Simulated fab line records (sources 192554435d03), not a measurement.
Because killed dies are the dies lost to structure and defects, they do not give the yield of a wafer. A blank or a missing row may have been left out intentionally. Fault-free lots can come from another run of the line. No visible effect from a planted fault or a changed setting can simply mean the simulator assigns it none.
The tool behind it: which one? + flow n5 finfet + 72 wafers from 24 lots sampled at 5 of the route's 1938 steps

WHAT THE GAUGES SHOWED, per wafer
N5_BEOL_M5_CD_MEAS_11 targets a cd of 27.74 nm.
| lot  | measured     | on        | cd nm (nm)        |
|------|--------------|-----------|-------------------|
| L074 | day 9 02:50  | cd sem-02 | 28.37 28.30 28.28 |
| L075 | day 9 09:10  | cd sem-03 | 28.03 28.33 27.97 |
| L078 | day 11 03:52 | cd sem-03 | 28.11 28.28 28.10 |
| L077 | day 11 06:46 | cd sem-02 | 28.20 28.40 27.92 |
| L079 | day 12 02:04 | cd sem-02 | 27.74 27.55 28.13 |
| L080 | day 12 02:43 | cd sem-01 | 27.79 27.98 27.74 |
| L081 | day 12 08:47 | cd sem-01 | 28.15 27.52 28.20 |
| L082 | day 12 15:28 | cd sem-02 | 28.37 27.86 28.43 |
| L083 | day 12 20:49 | cd sem-02 | 27.68 27.97 27.79 |
| L084 | day 13 08:22 | cd sem-03 | 28.12 27.95 27.68 |
| L087 | day 13 11:46 | cd sem-01 | 28.33 27.85 28.04 |
| L085 | day 13 11:55 | cd sem-03 | 27.69 27.82 28.32 |
| L086 | day 13 14:55 | cd sem-03 | 28.14 28.22 28.67 |
| L076 | day 13 22:37 | cd sem-03 | 28.18 28.13 28.02 |
| L089 | day 14 03:22 | cd sem-01 | 27.80 28.13 28.33 |
| L090 | day 14 05:52 | cd sem-03 | 28.11 28.01 28.22 |
| L091 | day 14 21:22 | cd sem-02 | 27.52 27.93 27.81 |
| L088 | day 15 00:24 | cd sem-03 | 27.97 27.55 28.24 |
| L092 | day 15 07:51 | cd sem-02 | 28.12 28.48 27.71 |
| L093 | day 15 08:01 | cd sem-03 | 28.29 28.52 28.20 |
| L094 | day 15 08:31 | cd sem-03 | 27.81 28.01 28.24 |
| L095 | day 15 08:44 | cd sem-01 | 28.04 27.83 27.71 |
| L096 | day 15 11:10 | cd sem-02 | 27.56 27.89 27.72 |
| L097 | day 15 17:32 | cd sem-02 | 27.87 28.10 27.92 |

N5_BEOL_M5_CD_MEAS_28: target cd 30.6 nm, target cd y 20 nm.
| lot  | measured     | on        | cd nm (nm)        |
|------|--------------|-----------|-------------------|
| L074 | day 9 03:57  | cd sem-02 | 31.01 30.54 30.50 |
| L075 | day 9 10:10  | cd sem-01 | 30.61 30.62 30.84 |
| L078 | day 11 05:55 | cd sem-02 | 30.65 30.94 30.91 |
| L077 | day 11 09:20 | cd sem-02 | 30.64 30.67 30.80 |
| L079 | day 12 04:25 | cd sem-02 | 30.34 30.52 30.35 |
| L080 | day 12 04:35 | cd sem-01 | 30.21 30.62 30.55 |
| L081 | day 12 11:05 | cd sem-01 | 30.50 30.71 30.71 |
| L082 | day 12 16:28 | cd sem-02 | 30.43 31.12 30.75 |
| L083 | day 12 23:07 | cd sem-02 | 30.82 30.59 30.54 |
| L084 | day 13 10:40 | cd sem-01 | 30.90 30.13 30.12 |
| L087 | day 13 14:07 | cd sem-03 | 30.01 30.44 30.70 |
| L085 | day 13 13:56 | cd sem-02 | 30.74 30.47 30.61 |
| L086 | day 13 21:10 | cd sem-01 | 30.53 30.54 30.62 |
| L076 | day 14 02:28 | cd sem-03 | 30.76 30.71 30.81 |
| L089 | day 14 04:16 | cd sem-01 | 30.31 30.94 30.67 |
| L090 | day 14 07:17 | cd sem-02 | 30.91 30.62 30.71 |
| L091 | day 14 22:56 | cd sem-01 | 30.52 30.47 30.53 |
| L088 | day 15 06:37 | cd sem-01 | 30.48 30.39 30.69 |
| L092 | day 15 09:56 | cd sem-02 | 30.72 30.32 30.39 |
| L093 | day 15 10:19 | cd sem-02 | 30.84 30.58 30.70 |
| L094 | day 15 10:09 | cd sem-03 | 30.46 31.33 30.65 |
| L095 | day 15 10:22 | cd sem-01 | 30.99 30.53 30.84 |
| L096 | day 15 17:19 | cd sem-01 | 30.78 30.78 30.36 |
| L097 | day 15 19:22 | cd sem-03 | 30.43 30.17 30.69 |

N5_BEOL_M5_CD_MEAS_35: target cd 28 nm, target cd y 24 nm.
| lot  | measured     | on        | cd nm (nm)     |
|------|--------------|-----------|----------------|
| L074 | day 9 04:53  | cd sem-01 | 28.2 28.3 28.4 |
| L075 | day 9 10:53  | cd sem-01 | 28.0 28.3 28.7 |
| L078 | day 11 06:37 | cd sem-02 | 27.8 27.8 28.0 |
| L077 | day 11 10:02 | cd sem-02 | 27.8 28.0 27.8 |
| L079 | day 12 05:07 | cd sem-01 | 27.6 28.1 28.1 |
| L080 | day 12 05:30 | cd sem-03 | 27.7 27.2 27.6 |
| L081 | day 12 11:55 | cd sem-01 | 27.7 27.8 28.2 |
| L082 | day 12 17:29 | cd sem-01 | 29.0 28.1 28.2 |
| L083 | day 13 00:11 | cd sem-02 | 27.5 28.1 27.3 |
| L084 | day 13 11:22 | cd sem-01 | 27.6 27.9 28.0 |
| L087 | day 13 15:14 | cd sem-02 | 28.0 27.7 28.4 |
| L085 | day 13 14:46 | cd sem-03 | 27.8 27.1 28.1 |
| L086 | day 13 21:56 | cd sem-01 | 28.4 28.4 28.5 |
| L076 | day 14 03:14 | cd sem-01 | 28.3 27.9 28.0 |
| L089 | day 14 05:31 | cd sem-02 | 27.9 28.2 27.7 |
| L090 | day 14 08:05 | cd sem-01 | 27.7 28.3 27.9 |
| L091 | day 15 00:16 | cd sem-01 | 27.2 27.7 27.6 |
| L088 | day 15 08:16 | cd sem-02 | 28.0 28.0 27.9 |
| L092 | day 15 10:51 | cd sem-02 | 28.3 27.5 27.3 |
| L093 | day 15 11:14 | cd sem-03 | 28.4 27.6 28.3 |
| L094 | day 15 11:02 | cd sem-03 | 28.1 28.0 28.0 |
| L095 | day 15 11:19 | cd sem-02 | 28.3 28.0 28.3 |
| L096 | day 15 18:24 | cd sem-03 | 28.0 28.0 28.0 |
| L097 | day 15 20:03 | cd sem-02 | 27.9 28.5 27.8 |

TOOL THAT RAN EACH LOT (tool first, then ch and the chambers of the sampled wafers, then the start)
| lot  | N5_BEOL_M5_ETCH_72                 | N5_BEOL_M5_STRIP_19                |
|------|------------------------------------|------------------------------------|
| L074 | rie diel-06 ch 0,1, day 9 02:59    | rie diel-06 ch 0,1,3, day 9 03:19  |
| L075 | rie diel-02 ch 0,2, day 9 09:19    | rie diel-04 ch 2,3, day 9 09:38    |
| L078 | rie diel-06 ch 2,3, day 11 04:01   | rie diel-06 ch 1,2,3, day 11 04:20 |
| L077 | rie diel-04 ch 1,2, day 11 06:56   | rie diel-04 ch 0,2,3, day 11 07:16 |
| L079 | rie diel-04 ch 2,3, day 12 02:20   | rie diel-06 ch 0,1,2, day 12 02:39 |
| L080 | rie diel-06 ch 1,2,3, day 12 02:52 | rie diel-06 ch 0,1,2, day 12 03:11 |
| L081 | rie diel-06 ch 0,1,3, day 12 08:56 | rie diel-04 ch 0,2,3, day 12 09:19 |
| L082 | rie diel-04 ch 0,2,3, day 12 15:37 | rie diel-06 ch 0,2,3, day 12 16:05 |
| L083 | rie diel-06 ch 0,2,3, day 12 21:06 | rie diel-06 ch 2,3, day 12 21:25   |
| L084 | rie diel-06 ch 1,2,3, day 13 08:32 | rie diel-06 ch 0,2,3, day 13 08:59 |
| L087 | rie diel-04 ch 0,1, day 13 11:55   | rie diel-06 ch 1,2,3, day 13 12:25 |
| L085 | rie diel-04 ch 0,1,2, day 13 12:14 | rie diel-04 ch 0,1, day 13 12:42   |
| L086 | rie diel-04 ch 1,2, day 13 15:05   | rie diel-04 ch 0,1,2, day 13 15:28 |
| L076 | rie diel-04 ch 1,2, day 13 22:47   | rie diel-04 ch 0,2, day 13 23:07   |
| L089 | rie diel-04 ch 0,1,2, day 14 03:32 | rie diel-06 ch 0,2,3, day 14 03:51 |
| L090 | rie diel-06 ch 1,3, day 14 06:02   | rie diel-06 ch 0,1,3, day 14 06:21 |
| L091 | rie diel-04 ch 1,2,3, day 14 21:56 | rie diel-04 ch 0,1,3, day 14 22:26 |
| L088 | rie diel-06 ch 0,3, day 15 01:41   | rie diel-06 ch 0,3, day 15 05:36   |
| L092 | rie diel-06 ch 1,3, day 15 08:22   | rie diel-06 ch 0,1,3, day 15 08:48 |
| L093 | rie diel-02 ch 0,1,3, day 15 08:32 | rie diel-06 ch 0,1, day 15 08:52   |
| L094 | rie diel-04 ch 0,1,2, day 15 08:41 | rie diel-04 ch 0,1,3, day 15 09:05 |
| L095 | rie diel-02 ch 0,1, day 15 08:53   | rie diel-02 ch 0,3, day 15 09:13   |
| L096 | rie diel-04 ch 0,1,2, day 15 11:20 | rie diel-02 ch 0,3, day 15 11:40   |
| L097 | rie diel-06 ch 0,2, day 15 17:52   | rie diel-02 ch 0,2,3, day 15 18:11 |
- N5_BEOL_M5_ETCH_72: etches underlayer in N2/H2, target depth 6.5 nm, time 5.2 s.
- N5_BEOL_M5_STRIP_19: strips in O2.

WHAT THE TOOLS THEMSELVES READ (means of the sampled wafers that have a number; where no wafer has one, the mark that the record gives instead)
N5_BEOL_M5_ETCH_72.
| lot  | tool        | drypump motor current A (A) | etch rf on time s (s) | oes product au (a.u.) | rf vpp V (V) | showerhead plenum p Torr (Torr) | throttle valve pct (%) |
|------|-------------|-----------------------------|-----------------------|-----------------------|--------------|---------------------------------|------------------------|
| L074 | rie diel-06 | 5.2                         | 5.13                  | 0.70                  | 521          | 2.46                            | 17.61                  |
| L075 | rie diel-02 | 5.4                         | 5.24                  | 0.74                  | 525          | 2.56                            | 17.71                  |
| L078 | rie diel-06 | 5.3                         | 5.15                  | 0.61                  | 525          | 2.56                            | 18.08                  |
| L077 | rie diel-04 | 5.9                         | 5.22                  | 0.60                  | 522          | 2.49                            | 18.17                  |
| L079 | rie diel-04 | 5.4                         | 5.26                  | 0.60                  | 524          | 2.60                            | 18.12                  |
| L080 | rie diel-06 | 5.4                         | 5.12                  | 0.61                  | 522          | 2.48                            | 17.97                  |
| L081 | rie diel-06 | 5.3                         | 5.20                  | 0.65                  | 520          | 2.43                            | 17.84                  |
| L082 | rie diel-04 | 5.6                         | 5.17                  | 0.65                  | 524          | 2.55                            | 17.97                  |
| L083 | rie diel-06 | 5.2                         | 5.23                  | 0.64                  | 522          | 2.51                            | 17.95                  |
| L084 | rie diel-06 | 5.4                         | 5.05                  | 0.61                  | 521          | 2.48                            | 17.99                  |
| L087 | rie diel-04 | 6.1                         | 5.10                  | 0.80                  | 527          | 2.64                            | 17.72                  |
| L085 | rie diel-04 | 5.8                         | 5.19                  | 0.73                  | 527          | 2.62                            | 17.84                  |
| L086 | rie diel-04 | 5.6                         | 5.24                  | 0.68                  | 528          | 2.67                            | 18.03                  |
| L076 | rie diel-04 | 5.9                         | 5.12                  | 0.74                  | 527          | 2.70                            | 17.91                  |
| L089 | rie diel-04 | 5.8                         | 5.24                  | 0.71                  | 525          | 2.62                            | 17.87                  |
| L090 | rie diel-06 | 5.5                         | 5.16                  | 0.60                  | 521          | 2.41                            | 18.03                  |
| L091 | rie diel-04 | 5.7                         | 5.12                  | 0.74                  | 525          | 2.62                            | 17.88                  |
| L088 | rie diel-06 | 5.1                         | 5.31                  | 0.66                  | 520          | 2.45                            | 17.84                  |
| L092 | rie diel-06 | 5.6                         | 5.08                  | 0.61                  | 520          | 2.40                            | 17.91                  |
| L093 | rie diel-02 | 5.7                         | 5.29                  | 0.65                  | 523          | 2.50                            | 17.85                  |
| L094 | rie diel-04 | 5.8                         | 5.13                  | 0.71                  | 526          | 2.61                            | 17.89                  |
| L095 | rie diel-02 | 5.6                         | 5.28                  | 0.71                  | 524          | 2.53                            | 17.68                  |
| L096 | rie diel-04 | 5.8                         | 5.14                  | 0.70                  | 526          | 2.61                            | 17.89                  |
| L097 | rie diel-06 | 5.1                         | 5.09                  | 0.80                  | 524          | 2.57                            | 17.66                  |

N5_BEOL_M5_STRIP_19.
| lot  | tool        | drypump motor current A (A) | oes product au (a.u.) | rf vpp V (V) | showerhead plenum p Torr (Torr) | throttle valve pct (%) |
|------|-------------|-----------------------------|-----------------------|--------------|---------------------------------|------------------------|
| L074 | rie diel-06 | 5.3                         | 0.78                  | 3.6          | 2.02                            | 16.75                  |
| L075 | rie diel-04 | 5.4                         | 0.71                  | 3.9          | 2.15                            | 16.83                  |
| L078 | rie diel-06 | 5.4                         | 0.71                  | 3.6          | 2.06                            | 16.86                  |
| L077 | rie diel-04 | 5.6                         | 0.76                  | 3.4          | 2.11                            | 16.74                  |
| L079 | rie diel-06 | 5.3                         | 0.76                  | 3.9          | 2.07                            | 16.64                  |
| L080 | rie diel-06 | 5.3                         | 0.76                  | 3.3          | 2.07                            | 16.65                  |
| L081 | rie diel-04 | 5.6                         | 0.75                  | 3.2          | 2.11                            | 16.75                  |
| L082 | rie diel-06 | 5.2                         | 0.75                  | 3.7          | 2.08                            | 16.83                  |
| L083 | rie diel-06 | 5.3                         | 0.71                  | 3.6          | 2.07                            | 17.05                  |
| L084 | rie diel-06 | 5.1                         | 0.74                  | 3.6          | 2.08                            | 16.84                  |
| L087 | rie diel-06 | 5.4                         | 0.71                  | 4.0          | 2.05                            | 16.89                  |
| L085 | rie diel-04 | 5.9                         | 0.90                  | 3.9          | 2.12                            | 16.47                  |
| L086 | rie diel-04 | 5.8                         | 0.84                  | 3.6          | 2.16                            | 16.61                  |
| L076 | rie diel-04 | 5.6                         | 0.81                  | 4.0          | 2.10                            | 16.63                  |
| L089 | rie diel-06 | 5.1                         | 0.74                  | 3.4          | 2.07                            | 16.86                  |
| L090 | rie diel-06 | 5.3                         | 0.75                  | 3.4          | 2.01                            | 16.79                  |
| L091 | rie diel-04 | 5.9                         | 0.92                  | 3.5          | 2.11                            | 16.47                  |
| L088 | rie diel-06 | 5.2                         | 0.73                  | 3.8          | 2.02                            | 16.99                  |
| L092 | rie diel-06 | 5.3                         | 0.73                  | 3.6          | 2.01                            | 16.82                  |
| L093 | rie diel-06 | 5.1                         | 0.77                  | 3.9          | 2.03                            | 16.61                  |
| L094 | rie diel-04 | 5.9                         | 0.90                  | 3.8          | 2.11                            | 16.47                  |
| L095 | rie diel-02 | 5.6                         | 0.78                  | 3.5          | 2.08                            | 16.82                  |
| L096 | rie diel-02 | 5.5                         | 0.85                  | 3.5          | 2.11                            | 16.64                  |
| L097 | rie diel-02 | 5.5                         | 0.87                  | 3.8          | 2.08                            | 16.57                  |

THE ANSWER, worked out from the rows above alone
Rule: what is usual is taken from the lots themselves. Put in order of their means at a reading, lots are off if they are a third of the lots or fewer, leave a main group of 4 or more, and stand apart from it by a gap of 3 or more times the standard deviation of the main group's means; of several such gaps the widest counts. A main group is skipped when, at the precision printed for the reading in the tables above, its means are all equal. Also off: a lot with no number at a reading for which 4 or more lots have one. Any other lot the step has rows for is counted as sound. Order of review: gauges by route order, followed by the tools' own readings, for which a lot's mean as printed above is used. At the first step where some lot is off, the reading lying furthest off is the one used; lots without a number count as furthest.
Nothing can be told from this: no lot is off at any reading shown.

WHAT THE SIMULATOR HAD INSERTED
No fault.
